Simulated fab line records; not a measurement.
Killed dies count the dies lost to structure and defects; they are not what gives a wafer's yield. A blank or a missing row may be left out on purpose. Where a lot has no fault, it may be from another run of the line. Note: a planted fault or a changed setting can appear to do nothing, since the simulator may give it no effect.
Struck lot and sound lot, side by side -- flow n5-finfet -- 20 steps out of a route of 1938
Sound: wafers L164.1, L164.5, L164.6. Wafers L175.4, L175.5, L175.6 were the ones struck. At the end, the cause is stated.
Per side, at each step with rows, come the tool, then ch with its chambers, and then its first start. Under that, the readings that differ: sound wafers -- struck wafers -- difference of the means -- sigmas: that difference in standard deviations of wafers without a fault.
alike: words and numbers the same on both sides, and readings whose means are apart by under 2 such deviations; not compared: readings that were withheld, readings missing a value for some wafer, numbers with overlapping values and no deviation given by the record, and bounds like >300 which may hide the same value.
A row with sigmas, a row that says differs or no value, or rows on one side alone: a step with any of these is where the two part. Numbers that have no deviation but don't overlap get no sigmas and don't part them. A reading missing from all wafers of one side parts the sides only when that side holds two or more wafers.

first, 9 steps without rows for these wafers: N5_BEOL_M1_PRE_CLEAN_60 (time 15 s); N5_BEOL_M1_CO_CAP_55 (material Co, precursor CCTBA/H2, target thk 2 nm, time 102.1 s); N5_BEOL_M1_PRE_CLEAN_56 (time 15 s); N5_BEOL_M1_DEP_57 (deposits SiCN from 3MS/NH3, target thk 8 nm, time 14 s); N5_BEOL_M2_ILD_DEP_00 (deposits SiOC from DEMS/O2, target thk 79 nm, time 15.3 s); N5_BEOL_M2_PECVD_72 (deposits SiO2 from TEOS/O2, target thk 16 nm, time 18 s); N5_BEOL_M2_HM_DEP_02 (deposits TiN, target thk 20 nm); N5_BEOL_M2_COAT_61 (time 60 s, resist thk 60 nm); N5_BEOL_M2_COAT_62 (time 60 s, resist thk 12 nm).
N5_BEOL_M2_COAT_73: time 60 s, resist thk 5 nm.
  sound on litho-track-01 ch 0, day 6 10:53; struck on litho-track-01 ch 0, day 9 04:31
reading,sound,struck,difference,sigmas
spin-speed-rpm (rpm),1500.1 1499.3 1499.0,1271.9 1272.8 1272.6,-227.0,-99 or more
model.underlayer_of_BEOL_M2_COAT_73.thk-nm (nm),5 5 5,5.4 5.4 5.4,+0.4,
  alike: dispense-pressure-kPa, plate-temp-C
then, 7 steps without rows for these wafers: N5_BEOL_M2_COAT_05 (resist thk 30 nm); N5_BEOL_M2_EBR_07; N5_BEOL_M2_SOFTBAKE_06 (time 60 s); N5_BEOL_M2_EXPOSE_08 (exposes mask M2); N5_BEOL_M2_PEB_09 (peb time 60 s); N5_BEOL_M2_DEVELOP_10 (develop time 30 s); N5_BEOL_M2_DESCUM_16 (chemistry O2, time 7 s).
N5_BEOL_M2_ETCH_74: etches underlayer in N2/H2, target depth 6.5 nm, time 5.2 s.
  sound on rie-diel-04 ch 0,3, day 6 11:19; struck on rie-diel-01 ch 0,1,3, day 9 05:04
reading,sound,struck,difference,sigmas
etch-rf-on-time-s (s),5.18 5.27 5.11,5.61 5.59 5.64,+0.43,+6
model.etch.depth-nm (nm),5.002 5.012 4.996,5.417 5.409 5.414,+0.410,
  alike: chamber-pressure-mTorr, drypump-motor-current-A, n2-flow-sccm, oes-product-au, rf-vpp-V, showerhead-plenum-p-Torr, throttle-valve-pct
  not compared: rf-hours-counter-h
then, 1 step without rows for these wafers: N5_BEOL_M2_ETCH_63 (etches SiARC in CF4, target depth 15.6 nm, time 26 s).
-- here the record skips 2 days between the struck wafers' starts before and after, leaving off in module BEOL_M2 and picking up in module BEOL_M4 (first step shown: number 1111 of the route) --
N5_BEOL_M4_RC_MEAS_101:
  sound on prober-02 ch 0, day 7 14:16; struck on prober-01 ch 0, day 11 14:02
  alike: DIBL_N, DIBL_P, IOFF_N, IOFF_P, ION_N, ION_P, SS_N, SS_P, VT_N, VT_P

== WHERE THEY PART ==
First at N5_BEOL_M2_COAT_73; last, within this record, at N5_BEOL_M2_ETCH_74. Later steps at which nothing parts them and some readings are alike: N5_BEOL_M4_RC_MEAS_101.

WHY: what had been put in by the simulator
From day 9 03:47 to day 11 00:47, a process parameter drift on litho-track-01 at N5_BEOL_M2_COAT_73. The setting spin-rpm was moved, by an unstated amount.
